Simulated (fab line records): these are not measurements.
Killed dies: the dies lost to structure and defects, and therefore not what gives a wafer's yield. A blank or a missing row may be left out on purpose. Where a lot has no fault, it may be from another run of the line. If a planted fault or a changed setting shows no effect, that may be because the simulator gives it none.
Problem report, 8D (eight disciplines) form, completed by code ; flow n5Finfet ; the parts of the form that need people (team, actions taken, sign-off) are left out

1. THE PROBLEM
At N5_BEOL_M5_OCD_MEAS_38, trenchDepthNm averages 80.6 nm over 3 wafers from 3 lots, while fault-free wafers read 71.5 nm, standard deviation 1.1. Measured from the usual mean, that is +8.2 standard deviations.
The first sign was on wafer L428.2 at day 11 00:43, on ocd-02. The record has a number at this step for 21 wafers belonging to 7 lots. By rule, "out" or "out of limits" means more than 4 standard deviations away from the usual mean. The rest of the wafers with a number are treated as sound.

2. WHAT IT IS, WHAT IT ISN'T
question;is;is not
which readings at this step;trenchDepthNm;-
which lots;L425, L428, L430;L422, L424, L437, L440
which wafers of those lots;L425.5, L428.2, L430.4;L425.3, L425.4, L428.4, L428.5, L430.2, L430.3
read on which gauges;ocd-01, ocd-02;-
when;from day 11 00:43;"up to then (8 sound wafers); but 10 sound wafers of L425, L430, L437, L440 came after"

3. SUSPECTS, AND WHAT RULES EACH OUT
Counting: any tool at a process step up to the reading remains a suspect provided it ran every lot that is out. Sound lots after the first of them don't rule it out here, since some wafers of a struck lot are sound.
- ruled out: the gauge at N5_BEOL_M5_OCD_MEAS_38. 2 gauges (ocd-01, ocd-02) read the wafers that are out.
- rieDiel-06 at N5_BEOL_M5_TRENCH_ETCH_37 (etches SiCOH lowk in C4F6/O2, target depth 71.652 nm, time 24.7 s): kept. It ran every lot that is out, first L428 (day 11 00:34); its last sound lot up to then is L424 (day 10 14:09).
- At N5_BEOL_M5_TRENCH_ETCH_37, inside rieDiel-06: chamber 0 took the wafers that are out, while their sound lot-mates went through chambers 1, 2, 3.
Remaining after the count: rieDiel-06 at N5_BEOL_M5_TRENCH_ETCH_37.

4. THE CAUSE (what the simulator had put in)
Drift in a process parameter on rieDiel-06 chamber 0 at N5_BEOL_M5_TRENCH_ETCH_37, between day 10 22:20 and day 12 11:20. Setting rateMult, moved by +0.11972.
The count eliminated every tool but this one.

5. SEQUENCE OF EFFECTS, ordered by route
One row per reading whose mean, taken over the struck wafers that have a number, lies over 3 standard deviations from the usual. Only readings for which the record gives a usual standard deviation are gone through. hours: the time from each lot's start at the first step in this table that gives one to its start at this step, as a median over the lots. sigmas: the change in usual standard deviations.
hours;step;reading;usual;on struck wafers;change;sigmas
0;N5_BEOL_M5_OCD_MEAS_38;trenchDepthNm;71.5 nm;80.6;+9.1;+8.2
7;N5_BEOL_M5_THK_MEAS_53;M5_THK;63.2 nm;72.3;+9.1;+5.4
7;N5_BEOL_M5_RS_MEAS_57;M5_RS;0.387 ohm/sq;0.331;-0.056;-4.7
87;N5_BEOL_M15_RC_MEAS_101;SERP_M5;38.9 ohm/um;33.6;-5.3;-4.1
87;N5_BEOL_M15_RC_MEAS_101;SERP_M5_max_site;40.5 ohm/um;35.2;-5.3;-3.3

6. WHAT WOULD HAVE CAUGHT IT SOONER
Counted from the fault's start at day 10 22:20, it took 2 hours until the first out-of-limits reading at a measuring or inspecting step in this record, taken at day 11 00:43.
Tool readings at N5_BEOL_M5_TRENCH_ETCH_37 with a usual standard deviation given in the record: none out on any struck wafer, hence no alarm at a limit of 4 standard deviations on them.
L425, L430, from the lots that are out (3), started N5_BEOL_M5_TRENCH_ETCH_37 on rieDiel-06 later than day 11 00:43. A hold on the tool at that time would have spared those 2.
